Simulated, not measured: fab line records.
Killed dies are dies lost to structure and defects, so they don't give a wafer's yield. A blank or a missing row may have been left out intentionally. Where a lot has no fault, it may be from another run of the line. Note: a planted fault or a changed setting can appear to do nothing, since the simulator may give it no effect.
A struck lot beside a sound one | flow nand harc | 14 steps out of a route of 1302
Sound: these wafers, L382.2, L382.3, L382.5. Struck: wafer L374.3. The cause comes at the end.
Each step with rows lists, per side, the tool, then ch with its chambers, then its first start. Under that, the readings that differ: sound wafers | struck wafers | difference of the means | sigmas: that difference in standard deviations of wafers without a fault.
alike: readings whose means differ by less than 2 such deviations, and words and numbers that are the same on both sides. not compared: withheld readings, readings that some wafer has no value for, bounds like >300 that may hide the same value, and numbers for which the record gives no deviation and whose values overlap.
The two part at a step that has a row with sigmas, a row that says differs or no value, or rows on one side only. Numbers that have no deviation but don't overlap get no sigmas and don't part them. A reading that every wafer of one side lacks parts them only if that side has two wafers or more.

first, 5 steps without rows for these wafers: NHARC_A_SGD_CUT_SOFTBAKE_04 (time 55 s); NHARC_A_SGD_CUT_EBR_05; NHARC_A_SGD_CUT_EXPOSE_06 (exposes mask SGD); NHARC_A_SGD_CUT_PEB_07 (peb time 65 s); NHARC_A_SGD_CUT_DEVELOP_08 (develop time 35 s).
NHARC_A_SGD_CUT_CD_MEAS_09 targets a cd of 100 nm.
  sound on cd sem-03 ch 0, day 26 02:40; struck on cd sem-03 ch 0, day 21 07:28
  alike: cd nm
NHARC_A_SGD_CUT_OVL_MEAS_10:
  sound on overlay-02, day 26 02:46; struck on overlay-02, day 21 07:33
  reading           | sound          | struck | difference | sigmas
  overlay y nm (nm) | -2.0 -2.4 -1.7 | 0.7    | +2.7       | +3
  alike: overlay x nm
NHARC_A_SGD_CUT_INSPECT_11:
  sound on defect inspect-01, day 26 02:48; struck on defect inspect-02, day 21 07:36
  reading          | sound    | struck | difference | sigmas
  raw defect count | 11 13 21 | 81     | +66        | +2
NHARC_A_SGD_CUT_DESCUM_14: chemistry O2, time 3 s.
  sound on rie diel-05 ch 0,1,3, day 26 02:52; struck on rie diel-13 ch 1, day 21 07:40
  reading                         | sound          | struck | difference | sigmas
  showerhead plenum p Torr (Torr) | 1.93 1.91 1.79 | 2.03   | +0.15      | +2
  alike: drypump motor current A, oes product au, rf vpp V, throttle valve pct
  not compared: rf hours counter h
NHARC_A_SGD_CUT_ETCH_58: etches the open film in CF4, target depth 39 nm, time 65 s.
  sound on rie diel-05 ch 0,2,3, day 26 02:58; struck on rie diel-13 ch 3, day 21 07:45
  alike: drypump motor current A, oes product au, rf vpp V, showerhead plenum p Torr, throttle valve pct
  not compared: rf hours counter h
NHARC_A_SGD_CUT_ETCH_59: etches the open film in N2/H2, target depth 260 nm, time 406.25 s.
  sound: rie diel-05 ch 0,1,3; struck: rie diel-13 ch 2
  alike: drypump motor current A, h2 flow sccm, oes product au, rf vpp V, showerhead plenum p Torr, throttle valve pct
  not compared: rf hours counter h
NHARC_A_SGD_CUT_ETCH_15: etches the open film in CH3F/O2, target depth 75 nm, time 64.3 s.
  sound: rie diel-05 ch 0,2,3; struck: rie diel-13 ch 3
  alike: ch3f flow sccm, drypump motor current A, oes product au, rf vpp V, showerhead plenum p Torr, throttle valve pct
  not compared: rf hours counter h
NHARC_A_SGD_CUT_ETCH_16: etches the open film in C4F8/O2/Ar, target depth 310.5 nm, time 155.2 s.
  sound on rie diel-05 ch 0,2,3, day 26 03:26; struck on rie diel-13 ch 0, day 21 08:16
  reading               | sound             | struck | difference | sigmas
  oes product au (a.u.) | 0.972 0.974 0.962 | 1.036  | +0.067     | +4
  alike: rf vpp V
  not compared: rf hours counter h
then, 1 step without rows for these wafers: NHARC_A_SGD_CUT_STRIP_60 (strips in C4F8/O2/Ar).

## WHERE THEY PART
First at NHARC_A_SGD_CUT_OVL_MEAS_10; last, within this record, at NHARC_A_SGD_CUT_ETCH_16.

WHY: whatever the simulator had introduced
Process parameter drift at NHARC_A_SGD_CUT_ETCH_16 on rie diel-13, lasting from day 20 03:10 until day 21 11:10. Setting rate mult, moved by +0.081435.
